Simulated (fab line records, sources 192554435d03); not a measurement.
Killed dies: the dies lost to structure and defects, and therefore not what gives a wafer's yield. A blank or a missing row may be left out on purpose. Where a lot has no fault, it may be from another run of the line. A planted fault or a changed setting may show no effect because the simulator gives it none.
Matching of chambers + flow n5-finfet + 3 sister chambers for N5_BEOL_M5_DEP_56 on pecvd-02
The step deposits SiCN from 3MS/NH3, target thk 8 nm, time 14 s. 3 wafers are shown with their chamber, then 10 later ones without.

## WAFERS WITH THEIR CHAMBER
| wafer  | chamber | throttle-valve-pct (%) |
|--------|---------|------------------------|
| L083.4 | 0       | 9.7                    |
| L091.2 | 2       | 8.3                    |
| L091.4 | 1       | 9.1                    |

## WAFERS MISSING THEIR CHAMBER
| wafer  | throttle-valve-pct (%) |
|--------|------------------------|
| L091.5 | 9.5                    |
| L094.3 | 9.1                    |
| L094.4 | 8.2                    |
| L094.5 | 9.5                    |
| L096.1 | 8.8                    |
| L096.2 | 9.5                    |
| L096.3 | 8.2                    |
| L096.4 | 9.6                    |
| L096.5 | 8.1                    |
| L096.6 | 8.7                    |

## WHICH CHAMBER EACH ONE RAN IN
| wafer  | from the rows above     | in truth |
|--------|-------------------------|----------|
| L091.5 | can't be placed: 0 or 1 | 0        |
| L094.3 | 1                       | 1        |
| L094.4 | 2                       | 2        |
| L094.5 | can't be placed: 0 or 1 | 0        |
| L096.1 | can't be placed: 1 or 2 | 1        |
| L096.2 | can't be placed: 0 or 1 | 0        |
| L096.3 | 2                       | 2        |
| L096.4 | can't be placed: 0 or 1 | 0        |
| L096.5 | 2                       | 2        |
| L096.6 | can't be placed: 2 or 1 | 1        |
Placed correctly: 4 of 10. Unplaceable from these rows: 6, with the true chamber sitting among the candidates in 6. Placed wrongly: 0.
How it was worked out, from the rows above alone: a wafer's distance from a chamber is the root of the sum, over the readings, of the square of ((its reading less the chamber's mean) divided by the reading's scatter). If the next closest chamber is less than 2 further off than the closest, the wafer can't be placed; otherwise it belongs to the closest. A chamber's mean is the mean of its shown wafers. The scatter (one wafer shown for each chamber): square how far every hidden wafer sits from the nearest shown wafer, average those squares and take the square root.
